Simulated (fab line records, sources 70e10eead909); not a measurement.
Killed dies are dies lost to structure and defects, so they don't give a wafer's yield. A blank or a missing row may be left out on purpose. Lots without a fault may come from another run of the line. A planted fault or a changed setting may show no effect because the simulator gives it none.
Which tool did it? | flow nand_harc | 24 lots, 72 wafers sampled, at 6 steps of a route of 1302

WHAT THE GAUGES READ, wafer by wafer
NHARC_P_CONTACT_INSPECT_14.
lot  | measured     | on                | raw_defect_count
L074 | day 5 22:50  | defect_inspect-02 | 1 2 2
L075 | day 6 05:01  | defect_inspect-02 | 3 5 3
L076 | day 6 16:13  | defect_inspect-02 | 3 7 5
L077 | day 7 06:26  | defect_inspect-02 | 2 3 1
L078 | day 7 15:37  | defect_inspect-01 | 5 4 1
L079 | day 7 22:36  | defect_inspect-01 | 4 4 5
L080 | day 8 09:49  | defect_inspect-01 | 2 3 3
L081 | day 9 00:08  | defect_inspect-02 | 7 4 1
L082 | day 9 02:13  | defect_inspect-01 | 0 2 2
L083 | day 9 14:59  | defect_inspect-01 | 4 7 6
L084 | day 9 21:16  | defect_inspect-01 | 1 3 3
L085 | day 10 15:01 | defect_inspect-02 | 5 4 5
L086 | day 10 16:07 | defect_inspect-02 | 3 3 3
L087 | day 11 10:25 | defect_inspect-02 | 8 6 5
L088 | day 12 01:23 | defect_inspect-01 | 6 5 1
L089 | day 12 00:36 | defect_inspect-02 | 5 4 5
L090 | day 12 17:04 | defect_inspect-01 | 3 3 0
L091 | day 12 22:02 | defect_inspect-02 | 4 1 3
L092 | day 13 04:52 | defect_inspect-01 | 8 5 1
L093 | day 13 23:48 | defect_inspect-01 | 3 7 4
L094 | day 14 04:02 | defect_inspect-01 | 2 2 3
L095 | day 14 12:17 | defect_inspect-02 | 3 2 2
L096 | day 15 01:45 | defect_inspect-01 | 4 2 5
L097 | day 15 20:08 | defect_inspect-02 | 3 3 4

NHARC_P_M0_CD_MEAS_09: target cd 90 nm.
lot  | measured     | on        | cd_nm (nm)
L074 | day 6 03:28  | cd_sem-03 | 90.1 89.2 90.1
L075 | day 6 09:04  | cd_sem-03 | 89.8 90.6 90.0
L076 | day 7 00:08  | cd_sem-03 | 89.1 90.2 90.3
L077 | day 7 10:20  | cd_sem-01 | 89.5 89.2 89.3
L078 | day 7 19:40  | cd_sem-03 | 90.2 90.0 89.8
L079 | day 8 02:37  | cd_sem-01 | 89.6 89.3 89.4
L080 | day 8 13:53  | cd_sem-01 | 89.3 89.3 89.3
L081 | day 9 06:19  | cd_sem-02 | 89.4 90.0 90.7
L082 | day 9 06:20  | cd_sem-03 | 91.5 90.9 91.0
L083 | day 9 18:58  | cd_sem-01 | 90.6 90.2 90.3
L084 | day 10 01:13 | cd_sem-03 | 90.2 89.6 89.3
L085 | day 10 19:08 | cd_sem-02 | 90.8 90.6 90.4
L086 | day 10 20:08 | cd_sem-02 | 90.6 90.5 90.3
L087 | day 11 14:28 | cd_sem-03 | 90.6 90.6 90.6
L088 | day 12 05:18 | cd_sem-03 | 89.9 90.7 90.0
L089 | day 12 04:51 | cd_sem-03 | 89.7 89.9 90.4
L090 | day 12 20:59 | cd_sem-03 | 90.1 89.3 90.6
L091 | day 13 01:58 | cd_sem-03 | 89.7 89.1 89.4
L092 | day 13 08:53 | cd_sem-02 | 90.5 90.0 90.7
L093 | day 14 03:52 | cd_sem-03 | 90.8 90.2 90.5
L094 | day 14 08:11 | cd_sem-01 | 89.9 90.0 90.3
L095 | day 14 16:52 | cd_sem-02 | 90.4 90.2 90.5
L096 | day 15 05:48 | cd_sem-03 | 89.8 89.4 90.3
L097 | day 16 00:14 | cd_sem-03 | 89.5 89.2 90.1

NHARC_P_M0_OVL_MEAS_10: pitch 180 nm.
lot  | measured     | on         | overlay_x_nm (nm) | overlay_y_nm (nm)
L074 | day 6 03:34  | overlay-01 | -1.5 -1.5 -1.9    | -1.0 -0.9 -0.3
L075 | day 6 09:08  | overlay-02 | 0.2 0.7 0.1       | -0.5 -0.7 -0.7
L076 | day 7 00:14  | overlay-01 | -0.1 0.8 0.3      | -0.1 0.1 -0.3
L077 | day 7 10:26  | overlay-01 | 0.6 0.1 -0.1      | 0.6 -0.2 0.1
L078 | day 7 19:46  | overlay-01 | 0.4 0.4 -0.3      | 0.2 -0.1 0.1
L079 | day 8 02:43  | overlay-02 | 0.0 0.3 0.0       | 0.0 0.6 -0.1
L080 | day 8 13:58  | overlay-01 | -0.5 -0.5 -0.6    | 0.3 -0.1 -0.4
L081 | day 9 06:24  | overlay-02 | 0.5 0.3 0.1       | 1.2 0.5 1.3
L082 | day 9 06:26  | overlay-01 | -0.3 0.0 -0.2     | 0.2 0.4 1.3
L083 | day 9 19:04  | overlay-02 | 0.4 0.5 0.3       | 0.1 0.2 -0.5
L084 | day 10 01:17 | overlay-01 | 0.4 0.3 0.5       | 0.4 -0.1 0.0
L085 | day 10 19:13 | overlay-02 | -1.4 -2.4 -2.4    | -1.4 -0.8 -1.0
L086 | day 10 20:13 | overlay-02 | -0.3 -0.3 -0.6    | 0.8 1.3 1.0
L087 | day 11 14:32 | overlay-01 | -0.7 -0.1 -0.4    | -0.2 -0.2 -0.4
L088 | day 12 05:23 | overlay-02 | 0.1 0.5 0.6       | -0.1 -0.2 -0.3
L089 | day 12 04:56 | overlay-02 | -1.6 -0.6 -0.4    | 1.4 0.4 1.0
L090 | day 12 21:04 | overlay-01 | 0.6 0.5 0.8       | -1.1 -0.9 -1.4
L091 | day 13 02:03 | overlay-01 | -0.8 -1.3 -0.9    | -2.2 -1.4 -2.4
L092 | day 13 08:59 | overlay-02 | -1.0 -0.6 -0.7    | -0.4 -0.8 -0.2
L093 | day 14 03:58 | overlay-02 | -0.1 0.1 -0.2     | -1.1 -0.7 -1.1
L094 | day 14 08:16 | overlay-02 | -1.3 -1.1 -1.4    | 0.5 0.6 0.6
L095 | day 14 16:57 | overlay-01 | 0.1 0.4 0.5       | 0.6 0.8 -0.1
L096 | day 15 05:53 | overlay-01 | -0.8 -1.5 -0.8    | 0.3 -0.1 0.0
L097 | day 16 00:19 | overlay-02 | 0.9 0.4 0.2       | 0.5 0.9 0.3

WHICH TOOL RAN EACH LOT (tool, then ch and the chambers of the sampled wafers, then the start)
lot  | NHARC_P_ZERO_WELL_DESCUM_39        | NHARC_P_CONTACT_ETCH_35            | NHARC_P_CONTACT_CVD_23
L074 | rie_diel-07 ch 1,2,3, day 2 00:19  | rie_diel-11 ch 2,3, day 5 23:00    | cvd_w-02 ch 1, day 6 03:28 or earlier
L075 | rie_diel-10 ch 0,1, day 2 10:29    | rie_diel-06 ch 2,3, day 6 05:10    | cvd_w-02 ch 0,1, day 6 09:04 or earlier
L076 | rie_diel-07 ch 0,2,3, day 2 20:15  | rie_diel-03 ch 0,1,2, day 6 16:22  | cvd_w-02 ch 0,1, day 7 00:08 or earlier
L077 | rie_diel-04 ch 0,1,3, day 3 09:29  | rie_diel-03 ch 1,2, day 7 06:35    | cvd_w-02 ch 0,1, day 7 10:20 or earlier
L078 | rie_diel-04 ch 1,3, day 3 16:23    | rie_diel-06 ch 0,3, day 7 15:47    | cvd_w-01 ch 0,1, day 7 19:40 or earlier
L079 | rie_diel-04 ch 0,1,2, day 4 02:08  | rie_diel-11 ch 1,2,3, day 7 22:46  | cvd_w-02 ch 0,1, day 8 02:37 or earlier
L080 | rie_diel-07 ch 1,2, day 4 12:26    | rie_diel-06 ch 0,1, day 8 09:57    | cvd_w-02 ch 0,1, day 8 13:53 or earlier
L081 | rie_diel-07 ch 0,1,2, day 4 22:41  | rie_diel-06 ch 0,1, day 9 00:17    | cvd_w-02 ch 0,1, day 9 06:19 or earlier
L082 | rie_diel-10 ch 1,2,3, day 5 08:21  | rie_diel-06 ch 0,1,3, day 9 02:23  | cvd_w-02 ch 0,1, day 9 06:20 or earlier
L083 | rie_diel-10 ch 0,1,3, day 5 18:18  | rie_diel-03 ch 0,1,2, day 9 15:08  | cvd_w-01 ch 0,1, day 9 18:58 or earlier
L084 | rie_diel-04 ch 0,1,3, day 6 04:28  | rie_diel-06 ch 0,2,3, day 9 21:25  | cvd_w-01 ch 0, day 10 01:13 or earlier
L085 | rie_diel-07 ch 2,3, day 6 14:11    | rie_diel-03 ch 1,3, day 10 15:10   | cvd_w-02 ch 0,1, day 10 19:08 or earlier
L086 | rie_diel-10 ch 1,2,3, day 7 00:16  | rie_diel-06 ch 1,3, day 10 16:16   | cvd_w-01 ch 0,1, day 10 20:08 or earlier
L087 | rie_diel-07 ch 0,2, day 7 10:18    | rie_diel-03 ch 0,3, day 11 10:34   | cvd_w-02 ch 0,1, day 11 14:28 or earlier
L088 | rie_diel-04 ch 1,2,3, day 7 20:19  | rie_diel-06 ch 1,2, day 12 01:32   | cvd_w-02 ch 0,1, day 12 05:18 or earlier
L089 | rie_diel-07 ch 0,1,3, day 8 07:23  | rie_diel-11 ch 0,1,3, day 12 00:46 | cvd_w-01 ch 0,1, day 12 04:51 or earlier
L090 | rie_diel-10 ch 0,1,2, day 8 16:38  | rie_diel-11 ch 1,2, day 12 17:13   | cvd_w-02 ch 0,1, day 12 20:59 or earlier
L091 | rie_diel-07 ch 0,1,2, day 9 02:26  | rie_diel-11 ch 0,1,3, day 12 22:11 | cvd_w-01 ch 0,1, day 13 01:58 or earlier
L092 | rie_diel-04 ch 2,3, day 9 12:23    | rie_diel-03 ch 1,3, day 13 05:01   | cvd_w-02 ch 1, day 13 08:53 or earlier
L093 | rie_diel-04 ch 0,3, day 9 22:14    | rie_diel-11 ch 1,2,3, day 13 23:58 | cvd_w-01 ch 0,1, day 14 03:52 or earlier
L094 | rie_diel-10 ch 1,2, day 10 08:31   | rie_diel-11 ch 0,3, day 14 04:11   | cvd_w-01 ch 0,1, day 14 08:11 or earlier
L095 | rie_diel-10 ch 0,2, day 10 18:43   | rie_diel-11 ch 0,2,3, day 14 12:27 | cvd_w-02 ch 0, day 14 16:52 or earlier
L096 | rie_diel-07 ch 0,1,3, day 11 04:28 | rie_diel-06 ch 0,1,2, day 15 01:54 | cvd_w-02 ch 0,1, day 15 05:48 or earlier
L097 | rie_diel-10 ch 1,2, day 11 14:17   | rie_diel-06 ch 0,2, day 15 20:18   | cvd_w-01 ch 0,1, day 16 00:14 or earlier
- NHARC_P_ZERO_WELL_DESCUM_39: chemistry O2, time 3 s.
- NHARC_P_CONTACT_ETCH_35: etches the open film in CF4, target depth 39 nm, time 65 s.
- NHARC_P_CONTACT_CVD_23: deposits W, target thk 200 nm, time 557 s.

WHAT THE TOOLS THEMSELVES READ (means of the sampled wafers that have a number; where no wafer has one, the mark that the record gives instead)
NHARC_P_ZERO_WELL_DESCUM_39.
lot  | tool        | drypump_motor_current_A (A) | oes_product_au (a.u.) | rf_vpp_V (V) | showerhead_plenum_p_Torr (Torr) | throttle_valve_pct (%)
L074 | rie_diel-07 | 5.9                         | 0.995                 | 57.8         | 1.91                            | 11.309
L075 | rie_diel-10 | 5.9                         | 1.005                 | 57.6         | 1.93                            | 11.310
L076 | rie_diel-07 | 6.2                         | 0.998                 | 58.3         | 1.96                            | 11.318
L077 | rie_diel-04 | 5.2                         | 1.009                 | 57.6         | 1.86                            | 11.301
L078 | rie_diel-04 | 5.3                         | 1.000                 | 57.5         | 1.88                            | 11.318
L079 | rie_diel-04 | 5.1                         | 1.010                 | 57.6         | 1.83                            | 11.303
L080 | rie_diel-07 | 5.8                         | 1.000                 | 58.3         | 1.91                            | 11.299
L081 | rie_diel-07 | 6.0                         | 1.002                 | 57.5         | 1.96                            | 11.317
L082 | rie_diel-10 | 5.6                         | 1.006                 | 56.9         | 1.85                            | 11.313
L083 | rie_diel-10 | 5.7                         | 1.001                 | 57.5         | 1.90                            | 11.320
L084 | rie_diel-04 | 5.2                         | 1.005                 | 57.9         | 1.86                            | 11.318
L085 | rie_diel-07 | 6.0                         | 0.995                 | 57.3         | 1.90                            | 11.308
L086 | rie_diel-10 | 5.6                         | 0.997                 | 57.0         | 1.85                            | 11.309
L087 | rie_diel-07 | 6.1                         | 0.998                 | 58.3         | 1.97                            | 11.317
L088 | rie_diel-04 | 5.6                         | 0.999                 | 57.3         | 1.89                            | 11.310
L089 | rie_diel-07 | 6.1                         | 1.013                 | 57.5         | 1.94                            | 11.327
L090 | rie_diel-10 | 5.8                         | 1.002                 | 58.1         | 1.88                            | 11.316
L091 | rie_diel-07 | 6.0                         | 0.997                 | 58.2         | 1.95                            | 11.311
L092 | rie_diel-04 | 5.9                         | 1.002                 | 57.7         | 1.92                            | 11.316
L093 | rie_diel-04 | 5.6                         | 0.999                 | 59.3         | 2.01                            | 11.314
L094 | rie_diel-10 | 5.4                         | 1.002                 | 57.1         | 1.84                            | 11.306
L095 | rie_diel-10 | 6.0                         | 1.003                 | 57.9         | 1.85                            | 11.305
L096 | rie_diel-07 | 6.1                         | 1.009                 | 58.0         | 1.93                            | 11.310
L097 | rie_diel-10 | 5.5                         | 0.999                 | 57.1         | 1.84                            | 11.302

NHARC_P_CONTACT_ETCH_35.
lot  | tool        | drypump_motor_current_A (A) | oes_product_au (a.u.) | rf_vpp_V (V) | showerhead_plenum_p_Torr (Torr) | throttle_valve_pct (%)
L074 | rie_diel-11 | 5.3                         | 1.002                 | 150.3        | 1.69                            | 13.289
L075 | rie_diel-06 | 5.6                         | 0.998                 | 151.6        | 1.74                            | 13.292
L076 | rie_diel-03 | 5.6                         | 0.999                 | 151.8        | 1.75                            | 13.281
L077 | rie_diel-03 | 5.5                         | 1.001                 | 150.8        | 1.77                            | 13.289
L078 | rie_diel-06 | 5.8                         | 1.000                 | 151.2        | 1.79                            | 13.282
L079 | rie_diel-11 | 5.5                         | 1.006                 | 151.0        | 1.75                            | 13.280
L080 | rie_diel-06 | 5.2                         | 0.994                 | 151.6        | 1.84                            | 13.289
L081 | rie_diel-06 | 5.2                         | 1.007                 | 152.1        | 1.84                            | 13.289
L082 | rie_diel-06 | 5.5                         | 1.004                 | 151.0        | 1.78                            | 13.280
L083 | rie_diel-03 | 5.6                         | 0.996                 | 151.4        | 1.75                            | 13.289
L084 | rie_diel-06 | 5.5                         | 0.999                 | 150.9        | 1.79                            | 13.282
L085 | rie_diel-03 | 5.4                         | 0.994                 | 151.6        | 1.80                            | 13.278
L086 | rie_diel-06 | 5.6                         | 1.000                 | 151.2        | 1.72                            | 13.284
L087 | rie_diel-03 | 5.7                         | 1.003                 | 150.9        | 1.76                            | 13.275
L088 | rie_diel-06 | 5.4                         | 0.989                 | 150.4        | 1.73                            | 13.282
L089 | rie_diel-11 | 5.9                         | 0.998                 | 151.0        | 1.76                            | 13.290
L090 | rie_diel-11 | 5.0                         | 1.002                 | 151.6        | 1.74                            | 13.287
L091 | rie_diel-11 | 5.9                         | 1.001                 | 150.7        | 1.76                            | 13.285
L092 | rie_diel-03 | 5.5                         | 1.007                 | 150.4        | 1.80                            | 13.280
L093 | rie_diel-11 | 5.4                         | 0.997                 | 151.0        | 1.75                            | 13.290
L094 | rie_diel-11 | 6.1                         | 0.994                 | 151.2        | 1.70                            | 13.286
L095 | rie_diel-11 | 5.7                         | 1.003                 | 150.6        | 1.69                            | 13.289
L096 | rie_diel-06 | 5.2                         | 1.004                 | 151.9        | 1.79                            | 13.279
L097 | rie_diel-06 | 5.2                         | 0.997                 | 153.0        | 1.79                            | 13.283

NHARC_P_CONTACT_CVD_23.
lot  | tool     | heater_power_outer_w (W) | heater_power_w (W) | throttle_valve_pct (%)
L074 | cvd_w-02 | 273                      | 476                | 7.97
L075 | cvd_w-02 | 255                      | 463                | 7.96
L076 | cvd_w-02 | 253                      | 458                | 7.77
L077 | cvd_w-02 | 261                      | 476                | 7.81
L078 | cvd_w-01 | 280                      | 511                | 8.00
L079 | cvd_w-02 | 254                      | 461                | 7.88
L080 | cvd_w-02 | 255                      | 471                | 7.91
L081 | cvd_w-02 | 264                      | 477                | 7.94
L082 | cvd_w-02 | 258                      | 477                | 8.10
L083 | cvd_w-01 | 270                      | 499                | 8.17
L084 | cvd_w-01 | 227                      | 464                | 7.72
L085 | cvd_w-02 | 255                      | 466                | 7.95
L086 | cvd_w-01 | 251                      | 484                | 8.15
L087 | cvd_w-02 | 262                      | 475                | 8.09
L088 | cvd_w-02 | 262                      | 466                | 8.08
L089 | cvd_w-01 | 252                      | 478                | 7.96
L090 | cvd_w-02 | 258                      | 469                | 7.90
L091 | cvd_w-01 | 272                      | 493                | 8.19
L092 | cvd_w-02 | 267                      | 462                | 8.16
L093 | cvd_w-01 | 275                      | 501                | 8.00
L094 | cvd_w-01 | 273                      | 504                | 8.13
L095 | cvd_w-02 | 254                      | 471                | 7.74
L096 | cvd_w-02 | 262                      | 464                | 7.96
L097 | cvd_w-01 | 256                      | 485                | 8.03

THE ANSWER, worked out from the rows above alone
Rule: what is usual is taken from the lots themselves. Put in order of their means at a reading, lots are off if they are a third of the lots or fewer, leave a main group of 4 or more, and stand apart from it by a gap of 3 or more times the standard deviation of the main group's means; of several such gaps the widest counts. A main group whose means are all the same, to the digits that the tables above print for the reading, isn't used. A lot without any number at a reading at which 4 lots or more have one is off too. The other lots that the step has rows for count as sound. The gauges are gone through in route order, then the tools' own readings, and for those a lot's mean is taken as printed above. The first step at which some lot is off is used, and at that step the reading that is off furthest; a lot without a number counts as furthest.
No lot is off at any reading shown: from this, nothing can be told.

WHAT THE SIMULATOR HAD PUT IN
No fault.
